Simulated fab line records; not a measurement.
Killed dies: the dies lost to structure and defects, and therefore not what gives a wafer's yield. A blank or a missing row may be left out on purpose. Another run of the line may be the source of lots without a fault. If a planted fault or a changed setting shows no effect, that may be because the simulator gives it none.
Chamber matching || flow n5-finfet || rie-diel-06 running N5_BEOL_M14_ETCH_59: 4 sister chambers
The step etches BARC in N2/H2, target depth 89 nm, overetch 26.7 nm, time 67.9 s. 16 wafers are shown with their chamber, then 8 later ones without.

== WAFERS WITH THEIR CHAMBER ==
{"wafer": "L078.1", "chamber": 3, "showerhead-plenum-p-Torr (Torr)": 2.46, "drypump-motor-current-A (A)": 5.7, "throttle-valve-pct (%)": 17.27}
{"wafer": "L078.2", "chamber": 1, "showerhead-plenum-p-Torr (Torr)": 2.57, "drypump-motor-current-A (A)": 5.6, "throttle-valve-pct (%)": 17.49}
{"wafer": "L078.6", "chamber": 1, "showerhead-plenum-p-Torr (Torr)": 2.57, "drypump-motor-current-A (A)": 5.5, "throttle-valve-pct (%)": 17.50}
{"wafer": "L080.2", "chamber": 2, "showerhead-plenum-p-Torr (Torr)": 2.68, "drypump-motor-current-A (A)": 6.4, "throttle-valve-pct (%)": 17.61}
{"wafer": "L080.3", "chamber": 3, "showerhead-plenum-p-Torr (Torr)": 2.45, "drypump-motor-current-A (A)": 5.7, "throttle-valve-pct (%)": 17.27}
{"wafer": "L080.5", "chamber": 3, "showerhead-plenum-p-Torr (Torr)": 2.45, "drypump-motor-current-A (A)": 5.7, "throttle-valve-pct (%)": 17.26}
{"wafer": "L082.1", "chamber": 1, "showerhead-plenum-p-Torr (Torr)": 2.56, "drypump-motor-current-A (A)": 5.5, "throttle-valve-pct (%)": 17.50}
{"wafer": "L082.2", "chamber": 3, "showerhead-plenum-p-Torr (Torr)": 2.45, "drypump-motor-current-A (A)": 5.7, "throttle-valve-pct (%)": 17.29}
{"wafer": "L082.3", "chamber": 0, "showerhead-plenum-p-Torr (Torr)": 2.48, "drypump-motor-current-A (A)": 4.8, "throttle-valve-pct (%)": 18.04}
{"wafer": "L085.4", "chamber": 0, "showerhead-plenum-p-Torr (Torr)": 2.48, "drypump-motor-current-A (A)": 4.9, "throttle-valve-pct (%)": 18.05}
{"wafer": "L085.5", "chamber": 1, "showerhead-plenum-p-Torr (Torr)": 2.56, "drypump-motor-current-A (A)": 5.6, "throttle-valve-pct (%)": 17.50}
{"wafer": "L085.6", "chamber": 0, "showerhead-plenum-p-Torr (Torr)": 2.48, "drypump-motor-current-A (A)": 4.9, "throttle-valve-pct (%)": 18.06}
{"wafer": "L087.2", "chamber": 2, "showerhead-plenum-p-Torr (Torr)": 2.67, "drypump-motor-current-A (A)": 6.4, "throttle-valve-pct (%)": 17.63}
{"wafer": "L087.3", "chamber": 1, "showerhead-plenum-p-Torr (Torr)": 2.56, "drypump-motor-current-A (A)": 5.6, "throttle-valve-pct (%)": 17.50}
{"wafer": "L087.6", "chamber": 1, "showerhead-plenum-p-Torr (Torr)": 2.56, "drypump-motor-current-A (A)": 5.5, "throttle-valve-pct (%)": 17.54}
{"wafer": "L088.1", "chamber": 2, "showerhead-plenum-p-Torr (Torr)": 2.67, "drypump-motor-current-A (A)": 6.4, "throttle-valve-pct (%)": 17.65}

SIGNATURES (averages over the wafers above)
{"reading": "showerhead-plenum-p-Torr", "chamber 0": 2.4800, "chamber 1": 2.5633, "chamber 2": 2.6733, "chamber 3": 2.4525, "scatter within a chamber": 0.00479}
{"reading": "drypump-motor-current-A", "chamber 0": 4.867, "chamber 1": 5.550, "chamber 2": 6.400, "chamber 3": 5.700, "scatter within a chamber": 0.0425}
{"reading": "throttle-valve-pct", "chamber 0": 18.0500, "chamber 1": 17.5050, "chamber 2": 17.6300, "chamber 3": 17.2725, "scatter within a chamber": 0.0159}
Rule: distance of a wafer from a chamber = root of the sum over the readings of ((wafer's reading minus chamber's mean) / reading's scatter) squared. If the next closest chamber is less than 2 further off than the closest, the wafer can't be placed; otherwise it belongs to the closest. How the scatter is found: for the shown wafers, subtract from each reading the mean of its chamber, square and add these, divide the total by (wafers less chambers), then take the root.

== WAFERS WHOSE CHAMBER IS MISSING ==
{"wafer": "L088.3", "showerhead-plenum-p-Torr (Torr)": 2.48, "drypump-motor-current-A (A)": 4.9, "throttle-valve-pct (%)": 18.06}
{"wafer": "L088.4", "showerhead-plenum-p-Torr (Torr)": 2.45, "drypump-motor-current-A (A)": 5.7, "throttle-valve-pct (%)": 17.30}
{"wafer": "L092.1", "showerhead-plenum-p-Torr (Torr)": 2.67, "drypump-motor-current-A (A)": 6.4, "throttle-valve-pct (%)": 17.64}
{"wafer": "L092.4", "showerhead-plenum-p-Torr (Torr)": 2.48, "drypump-motor-current-A (A)": 4.8, "throttle-valve-pct (%)": 18.08}
{"wafer": "L092.6", "showerhead-plenum-p-Torr (Torr)": 2.44, "drypump-motor-current-A (A)": 5.7, "throttle-valve-pct (%)": 17.33}
{"wafer": "L094.2", "showerhead-plenum-p-Torr (Torr)": 2.55, "drypump-motor-current-A (A)": 5.5, "throttle-valve-pct (%)": 17.53}
{"wafer": "L094.3", "showerhead-plenum-p-Torr (Torr)": 2.48, "drypump-motor-current-A (A)": 4.9, "throttle-valve-pct (%)": 18.09}
{"wafer": "L094.6", "showerhead-plenum-p-Torr (Torr)": 2.48, "drypump-motor-current-A (A)": 4.9, "throttle-valve-pct (%)": 18.11}

== EACH ONE'S CHAMBER ==
{"wafer": "L088.3", "from the rows above": 0, "in truth": 0}
{"wafer": "L088.4", "from the rows above": 3, "in truth": 3}
{"wafer": "L092.1", "from the rows above": 2, "in truth": 2}
{"wafer": "L092.4", "from the rows above": 0, "in truth": 0}
{"wafer": "L092.6", "from the rows above": 3, "in truth": 3}
{"wafer": "L094.2", "from the rows above": 1, "in truth": 1}
{"wafer": "L094.3", "from the rows above": 0, "in truth": 0}
{"wafer": "L094.6", "from the rows above": 0, "in truth": 0}
Correct placement for 8 of the 8. Left unplaced by these rows: 0. Number placed wrongly: 0.
